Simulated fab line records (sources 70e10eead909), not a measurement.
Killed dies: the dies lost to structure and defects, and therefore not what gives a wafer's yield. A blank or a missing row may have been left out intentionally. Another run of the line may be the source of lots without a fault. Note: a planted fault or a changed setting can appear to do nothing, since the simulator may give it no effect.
fab line records | flow nand-harc
record lots=12 wafers=36 last-day=24
route steps=1159 shown A_CHANNEL_FILL_D1@501 A_STAIRCASE@519 END@1159
lots that met no fault: from a run of the same line without faults
start-h: hours from the record's opening day to when the first of the lot's shown wafers began | wait-h: time in hours since the lot's previous step | " same as the row above | L1.1+2: one row covering several wafers at once | - no value, or no start was given | * or withheld: withheld | < > ~ a bound
route shown NAME@n: NAME is a module with steps in the file, n the number in the route of the first one | usual: mean and standard deviation over wafers with no fault | same: alike in all rows | chamber/n: place in a boat | sites: the reading at each site | _std_site: standard deviation across them | _edge_site: the outer-site mean with the inner-site mean subtracted | radius-mm: how far each site lies from the wafer's centre | mask NAME#n: copy n | behind: the tool/chamber that last shaped the wafer | hold: why the lot was held/for how many hours/how that ended | device: the n, p or np transistor that did not switch | end of line: the route-end tests of the same wafers | step lacking rows: just its recipe | killed: not the wafer's yield, but the dies lost to structure and defects at the first sort | map: a wafer's dies, marking killed ones x, the rest . and places with no die _
set.NAME: the setting that was run; set.NAME@STEP: the one run at that earlier step | model.NAME: the simulator's own value behind a step, which no gauge read
steps of the route over a sample of lots; a table a step, a row a wafer
services: from which hour (start-h, from the record's first day; less than 0 if before it) a tool's chamber was out of use, for how many hours, and why
## steps
# step NHARC_A_CHANNEL_FILL_D1_STRIP_28
# recipe time-s=20 o2-flow-sccm=500 ar-flow-sccm=0 bias-w=0 chemistry=O2
# usual drypump-motor-current-A=5.8/0.44 oes-product-au=0.999/0.013 rf-vpp-V=57.8/0.92 showerhead-plenum-p-Torr=3.50/0.13 throttle-valve-pct=17.036/0.0082
# columns lot.wafer tool chamber start-h wait-h drypump-motor-current-A oes-product-au rf-hours-counter-h rf-vpp-V showerhead-plenum-p-Torr throttle-valve-pct
L962.3 rie-diel-05 0 190.40 0.1 5.1 1.001 0 56.7 3.51 17.028
L962.1 " 1 " " 6.5 0.979 0 58.1 3.59 17.027
L962.5 " 0 " " 5.1 1.008 - 59.8 3.51 17.020
L964.3 rie-diel-05 3 228.64 0.1 6.0 0.989 1 57.2 3.58 17.051
L964.2 " 1 " " 6.5 0.983 1 57.5 3.59 17.049
L964.6 " 2 " " 5.9 1.007 - 58.4 3.40 17.031
L969.1 rie-diel-01 3 256.08 0.1 5.8 0.998 4 56.2 3.31 17.038
L969.4 " 0 " " 5.3 1.008 4 57.6 3.42 17.034
L969.2 " 2 " " 5.9 0.985 4 58.5 3.73 17.028
L972.3 rie-diel-01 0 270.33 0.1 5.3 1.019 5 56.9 3.42 17.030
L972.4 " 2 " " 5.9 1.007 4 58.8 3.73 17.037
L972.5 " 3 " " 5.8 1.005 - 58.9 3.31 17.033
L975.1 rie-diel-01 3 276.02 0.1 5.8 1.007 5 59.3 3.31 17.029
L975.6 " 0 " " 5.3 1.017 - 56.2 3.42 17.030
L975.5 " 1 " " 6.1 1.000 - 59.4 3.61 17.028
L976.1 rie-diel-01 3 287.98 0.1 5.7 1.008 6 56.6 3.31 17.027
L976.2 " 1 " " 6.1 0.996 5 57.5 3.61 17.038
L976.4 " 2 " " 5.9 0.986 5 58.7 3.73 17.037
L980.4 rie-diel-01 2 312.42 0.1 5.9 0.992 6 57.9 3.73 17.046
L980.6 " 2 " " 5.9 0.985 - 58.4 3.73 17.025
L980.5 " 3 " " 5.8 1.013 - 56.7 3.31 17.048
L979.2 rie-diel-05 3 319.63 0.6 6.0 1.006 4 56.2 3.58 17.042
L979.4 " 0 " " 5.1 1.005 3 57.5 3.51 17.044
L979.5 " 2 " " 5.8 1.007 - 57.6 3.39 17.036
L981.3 rie-diel-05 0 319.64 0.5 5.1 0.993 3 57.2 3.51 17.045
L981.1 " 2 " " 5.8 1.006 4 56.8 3.39 17.035
L981.2 " 3 " " 6.0 0.991 4 57.2 3.58 17.041
L982.2 rie-diel-01 2 324.63 0.1 5.9 0.996 0 59.2 3.73 17.059
L982.3 " 3 " " 5.7 0.998 0 57.2 3.31 17.027
L982.1 " 0 " " 5.3 1.017 0 56.6 3.42 17.034
L983.3 rie-diel-01 2 344.54 0.1 5.9 0.991 1 57.7 3.73 17.042
L983.4 " 0 " " 5.3 1.006 1 59.4 3.42 17.033
L983.6 " 2 " " 5.9 1.003 - 59.2 3.73 17.023
L985.4 rie-diel-10 2 344.54 0.1 5.3 0.997 32 56.3 3.29 17.031
L985.1 " 3 " " 5.6 0.977 32 56.8 3.35 17.030
L985.5 " 2 " " 5.3 0.994 - 57.3 3.29 17.038
# step NHARC_A_STAIRCASE_DEP_156
# recipe target-thk-a=500 temp-c=400 target-thk-nm=50 flow-sccm=200 rf-w=450 material=SiNx
# usual heater-power-w=724/100
# columns lot.wafer tool chamber start-h wait-h heater-power-w
L962.1 pecvd-04 1 212.20 0.1 766
L962.3 " 2 " " 638
L962.5 " 2 " " 631
L964.2 pecvd-04 0 252.38 0.1 744
L964.3 " 1 " " 791
L964.6 " 1 " " 753
L969.2 pecvd-03 0 281.08 0.1 569
L969.1 " 2 " " 818
L969.4 " 2 " " 807
L972.3 pecvd-04 1 294.90 0.8 769
L972.4 " 1 " " 758
L972.5 " 2 " " 641
L975.1 pecvd-04 1 301.87 0.1 709
L975.5 " 1 " " 695
L975.6 " 2 " " 602
L976.2 pecvd-01 1 316.69 0.1 887
L976.1 " 2 " " 651
L976.4 " 1 " " 878
L980.5 pecvd-03 2 341.70 0.1 704
L980.6 " 0 " " 590
L980.4 " 1 " " 886
L981.2 pecvd-04 0 344.64 0.1 819
L981.1 " 1 " " 777
L981.3 " 1 " " 775
L979.2 pecvd-01 2 344.81 0.1 772
L979.5 " 2 " " 757
L979.4 " 0 " " 664
L982.1 pecvd-01 2 348.82 0.4 768
L982.3 " 0 " " 611
L982.2 " 1 " " 858
L985.1 pecvd-03 0 368.38 0.1 493
L985.5 " 0 " " 499
L985.4 " 1 " " 888
L983.3 pecvd-04 0 368.38 0.1 817
L983.4 " 1 " " 720
L983.6 " 2 " " 609
# step NHARC_A_STAIRCASE_DESCUM_168
# recipe time-s=3 o2-flow-sccm=200 ar-flow-sccm=0 bias-power-w=0 chemistry=O2
# usual drypump-motor-current-A=5.5/0.4 oes-product-au=1.003/0.013 rf-vpp-V=57.7/0.91 showerhead-plenum-p-Torr=1.89/0.067 throttle-valve-pct=11.312/0.0087
# columns lot.wafer tool chamber start-h wait-h drypump-motor-current-A oes-product-au rf-hours-counter-h rf-vpp-V showerhead-plenum-p-Torr throttle-valve-pct
L962.3 rie-diel-03 3 213.35 - 6.0 1.026 49 56.9 1.90 11.305
L962.1 " 0 " " 5.1 1.020 58 57.5 1.91 11.317
L962.5 " 3 " " 6.1 1.031 - 58.2 1.90 11.322
L964.2 rie-diel-02 1 253.36 - 5.9 0.994 33 57.6 1.79 11.314
L964.3 " 2 " " 5.3 1.009 37 57.0 1.85 11.307
L964.6 " 2 " " 5.3 1.003 - 57.9 1.85 11.310
L969.4 rie-diel-03 3 282.55 - 6.1 1.018 25 58.1 1.89 11.311
L969.1 " 1 " " 4.9 0.982 21 57.5 1.95 11.302
L969.2 " 2 " " 5.2 1.009 24 58.1 1.97 11.309
L972.4 rie-diel-12 2 295.89 - 6.1 0.978 29 58.1 2.01 11.310
L972.3 " 0 " " 5.6 0.983 30 58.5 1.96 11.311
L972.5 " 3 " " 5.3 1.008 - 57.5 1.95 11.315
L975.1 rie-diel-03 1 302.82 - 4.9 1.003 28 58.3 1.95 11.320
L975.5 " 1 " " 4.9 1.005 - 57.7 1.95 11.312
L975.6 " 2 " " 5.2 1.011 - 57.6 1.97 11.309
L976.4 rie-diel-02 3 317.79 - 5.2 1.007 57 57.1 1.88 11.309
L976.2 " 0 " " 5.9 1.004 60 57.1 1.83 11.309
L976.1 " 1 " " 6.0 1.015 53 57.4 1.78 11.300
L980.4 rie-diel-03 2 342.59 - 5.2 1.000 47 58.3 1.97 11.315
L980.5 " 2 " " 5.2 0.993 - 58.2 1.97 11.323
L980.6 " 3 " " 6.0 1.022 - 57.1 1.89 11.318
L981.3 rie-diel-12 2 345.58 - 6.1 0.975 48 56.9 2.01 11.317
L981.2 " 3 " " 5.3 0.995 44 58.2 1.94 11.308
L981.1 " 0 " " 5.6 0.984 50 56.4 1.95 11.316
L979.4 rie-diel-03 1 345.80 - 4.9 0.990 42 56.4 1.95 11.314
L979.2 " 3 " " 6.1 1.015 47 56.4 1.89 11.320
L979.5 " 1 " " 4.9 0.991 - 58.3 1.95 11.318
L982.1 rie-diel-02 3 349.80 - 5.2 1.023 4 57.0 1.87 11.305
L982.3 " 0 " " 5.9 1.010 4 58.4 1.83 11.295
L982.2 " 1 " " 6.0 0.984 4 55.9 1.78 11.312
L983.4 rie-diel-02 2 369.32 - 5.3 0.994 10 57.8 1.84 11.311
L983.3 " 3 " " 5.2 1.030 9 57.3 1.87 11.317
L983.6 " 1 " " 6.0 1.003 - 58.4 1.78 11.315
L985.4 rie-diel-02 0 369.47 - 5.8 1.008 9 57.6 1.83 11.334
L985.1 " 2 " " 5.4 0.977 10 57.5 1.84 11.310
L985.5 " 1 " " 6.0 0.976 - 56.5 1.78 11.317
# step NHARC_A_STAIRCASE_ETCH_170
# recipe target-depth-a=2000 time-s=66.667 ion-energy-ev=250 c4f6-flow-sccm=25 o2-flow-sccm=20 ar-flow-sccm=500 rf-w=600 bias-w=500 chemistry=C4F6/O2
# usual bias-w=500.3/1.5 c4f6-flow-sccm=25.00/0.073 drypump-motor-current-A=5.5/0.4 oes-product-au=0.973/0.018 rf-vpp-V=545.7/2.6 showerhead-plenum-p-Torr=3.87/0.12 throttle-valve-pct=26.903/0.0093
# columns lot.wafer tool chamber start-h wait-h bias-w c4f6-flow-sccm drypump-motor-current-A oes-product-au rf-hours-counter-h rf-vpp-V showerhead-plenum-p-Torr throttle-valve-pct
L962.3 rie-diel-03 3 214.17 - 499.2 24.97 6.0 0.997 50 547.2 3.90 26.907
L962.1 " 1 " " 500.2 25.08 4.9 0.969 57 549.4 4.01 26.916
L962.5 " 3 " " 501.8 24.97 6.0 0.994 - 545.2 3.90 26.912
L964.3 rie-diel-02 2 253.58 - 498.7 25.03 5.4 0.985 37 545.0 3.81 26.899
L964.2 " 3 " " 499.9 24.97 5.2 0.997 36 545.5 3.87 26.881
L964.6 " 2 " " 499.3 24.99 5.4 0.984 - 545.2 3.81 26.906
L969.2 rie-diel-03 1 283.07 - - - - - - - - -
L969.1 " 2 " " - - - - - - - -
L969.4 " 3 " " - - - - - - - -
L972.3 rie-diel-12 3 296.09 - - - - - - - - -
L972.4 " 2 " " - - - - - - - -
L972.5 " 0 " " - - - - - - - -
L975.1 rie-diel-03 1 303.09 - 500.0 25.02 4.9 0.965 28 547.6 3.99 26.924
L975.6 " 2 " " 503.3 24.94 5.2 0.970 - 548.3 4.03 26.891
L975.5 " 3 " " 499.3 24.99 6.1 1.000 - 548.2 3.88 26.904
L976.4 rie-diel-02 1 318.01 - 501.7 24.98 5.9 0.961 53 542.1 3.67 26.895
L976.2 " 2 " " 499.2 24.95 5.4 0.953 59 543.8 3.79 26.896
L976.1 " 3 " " 500.5 25.12 5.2 0.966 57 547.5 3.86 26.898
L980.4 rie-diel-03 0 342.79 - 500.0 24.99 5.1 0.945 44 546.8 3.89 26.896
L980.6 " 0 " " 497.9 25.00 5.1 0.960 - 544.8 3.89 26.897
L980.5 " 1 " " 501.5 25.09 4.9 0.936 - 548.7 3.98 26.904
L981.2 rie-diel-12 0 345.78 - 498.7 24.99 5.6 0.925 50 549.4 4.00 26.895
L981.3 " 2 " " 503.5 24.84 6.1 0.919 48 550.2 4.09 26.902
L981.1 " 3 " " 501.2 24.91 5.3 0.938 44 547.9 3.98 26.907
L979.4 rie-diel-03 2 346.03 - 503.5 24.95 5.2 0.972 47 549.5 4.02 26.907
L979.2 " 1 " " 497.8 25.02 4.9 0.948 42 547.7 3.98 26.893
L979.5 " 2 " " 500.4 24.89 5.2 0.976 - 548.6 4.02 26.914
L982.2 rie-diel-02 1 350.06 - 499.9 24.96 6.0 0.972 4 541.4 3.67 26.897
L982.1 " 2 " " 499.9 24.99 5.3 0.968 4 542.8 3.79 26.897
L982.3 " 0 " " 500.4 25.10 5.8 0.991 4 544.7 3.77 26.895
L983.4 rie-diel-02 0 369.65 - 497.9 25.01 5.8 1.004 9 543.7 3.77 26.911
L983.3 " 1 " " 499.1 24.98 6.0 0.964 10 541.1 3.67 26.911
L983.6 " 2 " " 500.9 25.13 5.3 0.981 - 544.7 3.79 26.907
L985.1 rie-diel-02 2 369.80 - 499.5 25.00 5.4 0.963 10 545.0 3.78 26.909
L985.4 " 3 " " 499.0 24.98 5.2 0.982 9 545.7 3.85 26.906
L985.5 " 2 " " 498.0 24.97 5.4 0.957 - 544.6 3.78 26.899
# step NHARC_END_SORT_01
# recipe temp-c=25
# usual killed-at-array=28/11 killed-at-other=0.5/0.87 killed-at-periphery=2.9/2.2 killed-dies=32/11 killed-open=3.2/1.9 killed-short=1.8/1.4
# same gross-dies=677
# columns lot.wafer tool chamber start-h wait-h killed-at-array killed-at-other killed-at-periphery killed-dies killed-open killed-short
L969.1 prober-01 0 492.94 2.4 673 1 3 677 2 0
L969.2 prober-01 0 493.74 2.7 677 0 0 677 2 2
L969.4 prober-01 0 495.33 3.4 675 0 2 677 2 1
L972.3 prober-02 0 500.67 3.1 676 0 1 677 4 1
L972.4 prober-02 0 501.47 3.4 675 0 2 677 5 4
L972.5 prober-02 0 502.27 3.7 676 1 0 677 4 2
# killed by level:class
L969.1 A_STAIRCASE:area-etch=637 A_SLIT:chamber-film-flake=16 A_CHANNEL_HOLE_D1:chamber-film-flake=15 A_CONTACT:chamber-film-flake=3 P_STI:geometric-particle:open=1 STARTING-WAFER:geometric-particle:open=1 P_ZERO_WELL:chamber-film-flake=1 P_GATE:chamber-film-flake=1
L969.2 A_STAIRCASE:area-etch=649 A_CHANNEL_HOLE_D1:chamber-film-flake=11 A_SLIT:chamber-film-flake=8 A_CONTACT:chamber-film-flake=3 A_ONON_D1:geometric-particle:short=1 A_CHANNEL_HOLE_D1:geometric-particle:open=1 A_CHANNEL_FILL_D1:geometric-particle:short=1 A_M1:geometric-particle:open=1
L969.4 A_STAIRCASE:area-etch=642 A_SLIT:chamber-film-flake=15 A_CHANNEL_HOLE_D1:chamber-film-flake=13 P_ZERO_WELL:chamber-film-flake=2 A_WL_FILL:geometric-particle:short=1 A_CONTACT:geometric-particle:open=1 A_BLC:geometric-particle:open=1 A_STAIRCASE:chamber-film-flake=1
L972.3 A_STAIRCASE:area-etch=661 A_WL_FILL:chamber-film-flake=4 A_BLC:geometric-particle:open=3 A_CHANNEL_HOLE_D1:chamber-film-flake=3 A_CONTACT:chamber-film-flake=2 A_M0:geometric-particle:short=1 A_M0:geometric-particle:open=1 P_ZERO_WELL:chamber-film-flake=1
L972.4 A_STAIRCASE:area-etch=659 A_STAIRCASE:chamber-film-flake=3 A_CHANNEL_HOLE_D1:chamber-film-flake=2 A_WL_FILL:chamber-film-flake=2 P_CONTACT:geometric-particle:short=1 P_M1:geometric-particle:open=1 A_SOURCE_PLATE:geometric-particle:short=1 A_SOURCE_PLATE:geometric-particle:open=1
L972.5 A_STAIRCASE:area-etch=666 A_WL_FILL:chamber-film-flake=2 A_SOURCE_PLATE:geometric-particle:open=1 A_SOURCE_PLATE:geometric-particle:short=1 A_CONTACT:geometric-particle:open=1 A_CONTACT:geometric-particle:short=1 A_BLC:geometric-particle:open=1 A_M0:geometric-particle:open=1
## services
# columns tool chamber start-h hours kind
rie-diel-03 0 170.16 - clean
rie-diel-03 1 170.16 - clean
rie-diel-10 - 176.51 9.0 pm
rie-diel-01 - 188.09 1.9 repair
pecvd-04 - 195.09 13.0 pm
rie-diel-12 - 197.12 5.7 repair
rie-diel-12 - 202.83 9.0 pm
rie-diel-03 - 215.38 9.0 pm
pecvd-01 - 237.05 13.0 pm
pecvd-04 - 260.62 1.5 repair
rie-diel-01 1 271.79 3.1 repair
pecvd-01 2 273.73 10.3 repair
rie-diel-10 3 284.07 2.3 repair
rie-diel-02 3 287.61 5.5 repair
rie-diel-05 1 290.79 1.9 repair
pecvd-03 - 292.01 13.0 pm
rie-diel-01 - 314.80 9.0 pm
rie-diel-12 3 319.36 2.0 repair
rie-diel-02 - 327.86 9.0 pm
rie-diel-03 1 332.84 6.5 repair
rie-diel-12 1 337.97 1.2 repair
rie-diel-05 - 340.60 9.0 pm
pecvd-04 2 343.23 18.0 repair
rie-diel-10 - 353.64 9.0 pm
## key
first-sign step=NHARC_A_STAIRCASE_ETCH_170 reading=tool-record direction=missing
effect step=NHARC_END_SORT_01 reading=killed-at-array direction=up sigmas=59 usual=28 struck=675
more-kills-born-at NHARC_A_STAIRCASE_ETCH_170@rie-diel-12=1985 NHARC_A_STAIRCASE_ETCH_170@rie-diel-03=1928
met-at NHARC_A_STAIRCASE_ETCH_170
struck-lots L969,L972
later-rows-left-out L969.1,L969.2,L969.4,L972.3,L972.4,L972.5
tester-left-out L969,L972
not-acting-at NHARC_A_CHANNEL_FILL_D1_STRIP_28,NHARC_A_STAIRCASE_DEP_156,NHARC_A_STAIRCASE_DESCUM_168
onset-between 214.17 283.07
fault kind=skipped-step-whole tool=rie-diel-03,rie-diel-12 chamber=- onset-h=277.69 steps=NHARC_A_STAIRCASE_ETCH_170 scope=struck-lots-only
# tester-left-out: of these lots the tester's yield and bins aren't shown, on N5 and GAA mostly nor the transistor test; their killed dies are dies lost to structure and defects alone, not to doping, threshold or leakage, so they don't give the yield
# later-rows-left-out: the simulator's readings of these wafers behind a module that went badly wrong aren't trusted and aren't shown, but for the sort
